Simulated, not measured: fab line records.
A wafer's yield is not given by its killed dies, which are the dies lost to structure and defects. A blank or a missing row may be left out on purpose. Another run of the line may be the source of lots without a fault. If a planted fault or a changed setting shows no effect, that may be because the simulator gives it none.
2 desks looking at one fault	flow n5-finfet	numbers are kept per desk, each desk with only its own; the story behind them comes last

THE METROLOGY DESK
Lot by lot, what the gauges showed, no matter which tool ran the lot: averages of those sampled wafers that carry a number. If a lot's mean is further than 4 standard deviations from the usual mean, the lot is out of limits and carries the mark OUT (the distance appears in the brackets).
Columns: A = M15_THK at N5_BEOL_M15_THK_MEAS_50, usual 848 nm
lot	first seen here	A
L973	day 12 04:43	865
L974	day 12 09:25	855
L975	day 12 20:38	822
L977	day 12 22:29	842
L979	day 13 19:13	834
L984	day 14 16:33	844
L991	day 16 05:22	858
L992	day 16 21:37	857
L994	day 17 13:38	851
L996	day 17 22:01	878
L995	day 18 23:20	836
This desk's finding: nothing out of limits on any of the 11 lots.

AT THE TOOL OWNER'S DESK: pvd-sputter-01
The tool's own readings at N5_BEOL_M15_SPUTTER_44 (material Ta, target thk 15 nm, time 24.19 s): means of the sampled wafers that have a number, for each lot that ran on this tool. If a lot's mean is further than 4 standard deviations from the usual mean, the lot is out of limits and carries the mark OUT (the distance appears in the brackets).
Columns: A = bias-v at N5_BEOL_M15_SPUTTER_44, usual 80.1 V; B = cathode-dc-power-W at N5_BEOL_M15_SPUTTER_44, usual 15000 W; C = throttle-valve-pct at N5_BEOL_M15_SPUTTER_44, usual 30.3 %
lot	first seen here	A	B	C
L973	day 12 03:41	80.0	14998	28.9
L979	day 13 18:11	79.9	14998	29.4
L984	day 14 15:20	80.1	15002	30.2
L996	day 17 20:59	80.3	15001	30.1
This desk's finding: nothing out of limits on any of the 4 lots.

ALL TOGETHER
The metrology desk saw nothing out of limits.
The tool owner's desk saw nothing out of limits.

WHAT THE SIMULATOR HAD INSERTED
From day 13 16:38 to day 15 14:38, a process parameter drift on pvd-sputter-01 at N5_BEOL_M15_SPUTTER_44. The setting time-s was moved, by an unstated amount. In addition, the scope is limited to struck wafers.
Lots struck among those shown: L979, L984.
